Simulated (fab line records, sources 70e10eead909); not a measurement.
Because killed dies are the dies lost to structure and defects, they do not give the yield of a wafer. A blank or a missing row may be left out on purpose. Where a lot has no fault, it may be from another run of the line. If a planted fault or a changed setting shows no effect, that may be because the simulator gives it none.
Chamber matching -- flow nand-harc -- 4 sister chambers for NHARC_A_STAIRCASE_ETCH_444 on rie-diel-04
The step etches the open film in C4F8/O2, target depth 20400 nm, time 6800 s. 4 wafers are shown with their chamber, then 7 later ones without.

## WAFERS WITH THEIR CHAMBER
wafer,chamber,rf-fwd-power-W (W)
L087.2,0,599.5
L087.3,3,602.8
L093.2,1,597.7
L093.3,2,603.3

## WAFERS WHOSE CHAMBER IS MISSING
wafer,rf-fwd-power-W (W)
L093.5,599.5
L095.1,599.4
L095.5,600.0
L095.4,598.3
L097.3,602.2
L097.4,600.5
L097.6,603.1

## CHAMBER TAKEN BY EACH
wafer,from the rows above,in truth
L093.5,0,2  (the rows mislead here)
L095.1,0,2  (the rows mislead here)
L095.5,0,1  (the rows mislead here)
L095.4,can't be placed: 1 or 0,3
L097.3,can't be placed: 3 or 2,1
L097.4,0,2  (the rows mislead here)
L097.6,can't be placed: 2 or 3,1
Correctly placed: 0 of 7. Unplaceable from these rows: 3, with the true chamber sitting among the candidates in 0. Number placed wrongly: 4.
How it was worked out, from the rows above alone: a wafer's distance from a chamber is the root of the sum, over the readings, of the square of ((its reading less the chamber's mean) divided by the reading's scatter). The wafer belongs to the nearest chamber; if the next one is less than 2 further off, it can't be placed. Each chamber's mean is taken over the wafers shown for it. The scatter: with one shown wafer a chamber, the root of the mean of the squares of how far each hidden wafer lies from its nearest shown one.
